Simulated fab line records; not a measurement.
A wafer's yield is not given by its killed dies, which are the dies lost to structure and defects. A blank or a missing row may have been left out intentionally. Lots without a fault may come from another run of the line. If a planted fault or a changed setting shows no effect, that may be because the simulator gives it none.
2 desks, one fault / flow n5-finfet / each desk has only its own numbers; what lay behind them comes last

## FROM THE METROLOGY DESK
Means of the sampled wafers that have a number, per lot and without regard to the tool the lot ran on: this is what the gauges read. A lot is out of limits, marked OUT, if its mean lies more than 4 standard deviations from the usual mean; the brackets give that distance. Only the readings that lie furthest out on some lot appear, 7 of the 10 it has.
Columns: A = DIBL_N at N5_BEOL_M4_RC_MEAS_101, usual 36.4 mV/V; B = DIBL_P at N5_BEOL_M4_RC_MEAS_101, usual 36.1 mV/V; C = IOFF_N at N5_BEOL_M4_RC_MEAS_101, usual 0.156 nA/um; D = IOFF_P at N5_BEOL_M4_RC_MEAS_101, usual 0.21 nA/um; E = ION_P at N5_BEOL_M4_RC_MEAS_101, usual 463 uA/um; F = SS_N at N5_BEOL_M4_RC_MEAS_101, usual 71.5 mV/dec; G = SS_P at N5_BEOL_M4_RC_MEAS_101, usual 73.2 mV/dec
lot=L801; first seen here=day 8 06:16; A=35.8; B=36.6; C=0.160; D=0.19; E=455; F=71.5; G=73.9
lot=L808; first seen here=day 10 09:59; A=34.9; B=34.7; C=0.139; D=0.19; E=462; F=71.3; G=72.8
lot=L809; first seen here=day 10 16:24; A=39.1; B=38.9; C=0.195; D=0.27; E=473; F=72.0; G=73.5
lot=L818; first seen here=day 12 20:27; A=35.9; B=37.1; C=0.165; D=0.23; E=473; F=70.8; G=73.5
This desk found nothing out of limits on any of the 4 lots.

## THE TOOL OWNER'S DESK: euv-scanner-01
The tool's own readings at N5_BEOL_M1_EXPOSE_25 (exposes mask V0, defocus 5 nm, target cd 24 nm): means of the sampled wafers that have a number, for each lot that ran on this tool. A lot is out of limits, marked OUT, if its mean lies more than 4 standard deviations from the usual mean; the brackets give that distance.
Columns: A = exposure-dose-mJ-cm2 at N5_BEOL_M1_EXPOSE_25, usual 63.00; B = reticle-temp-C at N5_BEOL_M1_EXPOSE_25, usual 23.01 C
lot=L801; first seen here=day 6 14:50; A=63.00; B=22.93
lot=L808; first seen here=day 9 00:58; A=63.92 (+14) OUT; B=23.19
lot=L809; first seen here=day 9 01:29; A=63.93 (+14) OUT; B=23.00
Finding of this desk: L808, L809 out of limits; the first was L808 at day 9 00:58, on exposure-dose-mJ-cm2 at N5_BEOL_M1_EXPOSE_25. L801 stayed within limits.

## TAKEN TOGETHER
The tool owner's desk had the chance to raise an alarm at day 9 00:58 on L808, L809.
From the metrology desk's view, nothing was out of limits.
The metrology desk has L808, L809 on record, within its limits.
The lots listed all ran N5_BEOL_M1_EXPOSE_25 on euv-scanner-01.

## WHAT THE SIMULATOR HAD INSERTED
Process parameters drifting: euv-scanner-01 at N5_BEOL_M1_EXPOSE_25, beginning at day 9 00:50. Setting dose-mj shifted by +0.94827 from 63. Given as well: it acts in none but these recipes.
Struck lots among those shown: L808, L809.
Each desk's first reading out of limits, in hours after the fault started: the tool owner's desk, 0.
